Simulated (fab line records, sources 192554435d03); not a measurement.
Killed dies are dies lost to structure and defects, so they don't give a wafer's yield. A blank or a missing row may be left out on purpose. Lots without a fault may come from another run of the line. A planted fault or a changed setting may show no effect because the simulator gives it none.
Chamber matching | flow n5_finfet | N5_SD_EPI_N_LINER_46 on ald_sin-03: 4 sister chambers
The step material SiNx, target thk 3 nm. 4 wafers are shown with their chamber, then 7 later ones without.

WAFERS WITH THEIR CHAMBER
wafer  | chamber | heater_power_w (W)
L080.6 | 3       | 1010
L081.3 | 2       | 865
L085.3 | 1       | 929
L085.5 | 0       | 911

WAFERS WITHOUT THEIR CHAMBER
wafer  | heater_power_w (W)
L085.6 | 1020
L086.2 | 873
L086.3 | 1010
L086.6 | 912
L093.2 | 1001
L093.5 | 909
L093.6 | 911

WHICH CHAMBER EACH WENT THROUGH
wafer  | from the rows above | in truth
L085.6 | 3                   | 3
L086.2 | 2                   | 2
L086.3 | 3                   | 3
L086.6 | 0                   | 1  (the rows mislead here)
L093.2 | 3                   | 3
L093.5 | 0                   | 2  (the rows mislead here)
L093.6 | 0                   | 0
Placed correctly: 5 of 7. Can't be placed from these rows: 0. Placed wrongly: 2.
How it was worked out, from the rows above alone: a wafer's distance from a chamber is the root of the sum, over the readings, of the square of ((its reading less the chamber's mean) divided by the reading's scatter). The wafer belongs to the nearest chamber; if the next one is less than 2 further off, it can't be placed. A chamber's mean is the mean of its shown wafers. The scatter: with one shown wafer a chamber, the root of the mean of the squares of how far each hidden wafer lies from its nearest shown one.
